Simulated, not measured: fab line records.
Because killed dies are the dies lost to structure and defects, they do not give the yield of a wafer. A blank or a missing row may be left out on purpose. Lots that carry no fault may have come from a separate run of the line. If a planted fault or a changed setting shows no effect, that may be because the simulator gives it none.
Chamber matching ; flow nand_harc ; NHARC_A_M0_PRE_CLEAN_31 on pecvd-02 has 3 sister chambers
The step time 12 s. 3 wafers are shown with their chamber, then 8 later ones without.

WAFERS, EACH WITH ITS CHAMBER
wafer;chamber;heater_power_w (W)
L090.6;2;527
L091.2;1;592
L093.4;0;607

WAFERS WITHOUT THEIR CHAMBER
wafer;heater_power_w (W)
L093.5;614
L093.6;616
L095.1;598
L095.4;601
L095.6;485
L096.2;570
L096.5;666
L096.6;550

THE CHAMBER EACH PASSED THROUGH
wafer;from the rows above;in truth
L093.5;can't be placed: 0 or 1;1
L093.6;can't be placed: 0 or 1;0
L095.1;can't be placed: 1 or 0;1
L095.4;can't be placed: 0 or 1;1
L095.6;2;2
L096.2;can't be placed: 1 or 0 or 2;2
L096.5;can't be placed: 0 or 1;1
L096.6;can't be placed: 2 or 1 or 0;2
Correctly placed: 1 of 8. These rows do not allow placing 7 (true chamber among the candidates in 7). 0 placed wrongly.
How it was worked out, from the rows above alone: a wafer's distance from a chamber is the root of the sum, over the readings, of the square of ((its reading less the chamber's mean) divided by the reading's scatter). If the next closest chamber is less than 2 further off than the closest, the wafer can't be placed; otherwise it belongs to the closest. A chamber's mean is the mean of its shown wafers. The scatter (one wafer shown for each chamber): square how far every hidden wafer sits from the nearest shown wafer, average those squares and take the square root.
